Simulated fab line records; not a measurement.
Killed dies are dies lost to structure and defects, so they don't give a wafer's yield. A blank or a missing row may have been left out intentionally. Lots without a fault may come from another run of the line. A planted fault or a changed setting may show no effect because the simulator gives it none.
What tool caused it?    flow nand-harc    7 lots (21 wafers sampled), 1 step of a 1302-step route

## WHAT THE GAUGES SHOWED, per wafer
NHARC_A_CONTACT_CD_MEAS_53.
lot   measured      on         cd-nm (nm)
L102  day 22 15:10  cd-sem-01  289.7 289.1 290.2
L107  day 24 02:34  cd-sem-03  289.2 289.0 288.4
L113  day 26 16:00  cd-sem-01  288.6 289.5 288.6
L116  day 27 22:23  cd-sem-01  289.8 288.6 288.9
L120  day 29 23:32  cd-sem-01  289.3 289.1 289.6
L122  day 30 10:47  cd-sem-01  289.4 288.5 289.3
L124  day 31 01:55  cd-sem-01  289.5 289.3 290.0

## EACH LOT AND THE TOOL THAT RAN IT (in order: tool; ch and the chambers of the sampled wafers; start)
Before these readings, the record contains no process step.

## THE ANSWER, worked out from the rows above alone
Rule: the lots themselves supply what counts as usual. Put in order of their means at a reading, lots are off if they are a third of the lots or fewer, leave a main group of 4 or more, and stand apart from it by a gap of 3 or more times the standard deviation of the main group's means; of several such gaps the widest counts. A main group whose means are all the same, to the digits that the tables above print for the reading, isn't used. A lot without any number at a reading at which 4 lots or more have one is off too. The other lots that the step has rows for count as sound.
Nothing can be told from this: no lot is off at any reading shown.

## WHAT THE SIMULATOR PUT IN
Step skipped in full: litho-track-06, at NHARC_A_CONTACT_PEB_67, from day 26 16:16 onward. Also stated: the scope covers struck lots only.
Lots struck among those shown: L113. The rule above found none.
